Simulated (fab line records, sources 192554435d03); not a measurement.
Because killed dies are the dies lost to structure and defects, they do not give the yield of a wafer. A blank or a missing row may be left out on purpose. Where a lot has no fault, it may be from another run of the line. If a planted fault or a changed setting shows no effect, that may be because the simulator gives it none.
Chamber matching | flow n5Finfet | N5_BEOL_M5_ETCH_75 on rieDiel-06: 4 sister chambers
The step etches underlayer in N2/H2, target depth 6.5 nm, time 5.2 s. 21 wafers are shown with their chamber, then 10 later ones without.

== WAFERS PAIRED WITH THEIR CHAMBERS ==
wafer  | chamber | showerheadPlenumPTorr (Torr) | throttleValvePct (%) | drypumpMotorCurrentA (A)
L075.1 | 1       | 2.54                         | 18.25                | 5.4
L075.4 | 0       | 2.66                         | 17.53                | 6.1
L075.6 | 3       | 2.41                         | 17.92                | 5.7
L076.1 | 3       | 2.41                         | 17.94                | 5.7
L076.3 | 0       | 2.66                         | 17.53                | 6.2
L076.5 | 1       | 2.54                         | 18.26                | 5.4
L077.2 | 2       | 2.62                         | 18.22                | 6.2
L077.3 | 0       | 2.66                         | 17.53                | 6.1
L077.4 | 3       | 2.41                         | 17.92                | 5.7
L079.1 | 3       | 2.41                         | 17.92                | 5.7
L079.4 | 2       | 2.62                         | 18.23                | 6.3
L079.6 | 2       | 2.62                         | 18.24                | 6.3
L080.1 | 2       | 2.62                         | 18.24                | 6.3
L080.4 | 1       | 2.54                         | 18.26                | 5.4
L080.5 | 3       | 2.41                         | 17.93                | 5.7
L081.1 | 2       | 2.61                         | 18.26                | 6.3
L081.4 | 3       | 2.41                         | 17.95                | 5.7
L081.5 | 1       | 2.54                         | 18.28                | 5.4
L090.1 | 3       | 2.40                         | 17.94                | 5.7
L090.5 | 0       | 2.65                         | 17.60                | 6.1
L090.6 | 3       | 2.40                         | 17.94                | 5.7

SIGNATURES (averages over the wafers above)
reading               | chamber 0 | chamber 1 | chamber 2 | chamber 3 | scatter within a chamber
showerheadPlenumPTorr | 2.6575    | 2.5400    | 2.6180    | 2.4075    | 0.00424
throttleValvePct      | 17.5475   | 18.2625   | 18.2380   | 17.9325   | 0.0188
drypumpMotorCurrentA  | 6.125     | 5.400     | 6.280     | 5.700     | 0.0302
Rule: for a wafer and a chamber, the distance is found by dividing, reading by reading, the gap between the wafer's reading and the chamber's mean by the reading's scatter, squaring, summing and taking the root. The wafer belongs to the nearest chamber; if the next one is less than 2 further off, it can't be placed. The scatter is the square root of a quotient: the sum, over the shown wafers, of each reading's squared deviation from its chamber's mean, divided by wafers minus chambers.

== WAFERS WITH NO CHAMBER GIVEN ==
wafer  | showerheadPlenumPTorr (Torr) | throttleValvePct (%) | drypumpMotorCurrentA (A)
L087.2 | 2.40                         | 17.96                | 5.7
L087.3 | 2.65                         | 17.58                | 6.1
L087.5 | 2.53                         | 18.29                | 5.4
L092.1 | 2.65                         | 17.58                | 6.1
L092.2 | 2.53                         | 18.31                | 5.4
L092.4 | 2.53                         | 18.30                | 5.3
L094.1 | 2.40                         | 17.99                | 5.7
L094.3 | 2.65                         | 17.59                | 6.1
L094.4 | 2.65                         | 17.60                | 6.2
L097.5 | 2.40                         | 18.02                | 5.7

== WHICH CHAMBER EACH WENT THROUGH ==
wafer  | from the rows above | in truth
L087.2 | 3                   | 3
L087.3 | 0                   | 0
L087.5 | 1                   | 1
L092.1 | 0                   | 0
L092.2 | 1                   | 1
L092.4 | 1                   | 1
L094.1 | 3                   | 3
L094.3 | 0                   | 0
L094.4 | 0                   | 0
L097.5 | 3                   | 3
Correctly placed: 10 of 10. Left unplaced by these rows: 0. Placed wrongly: 0.
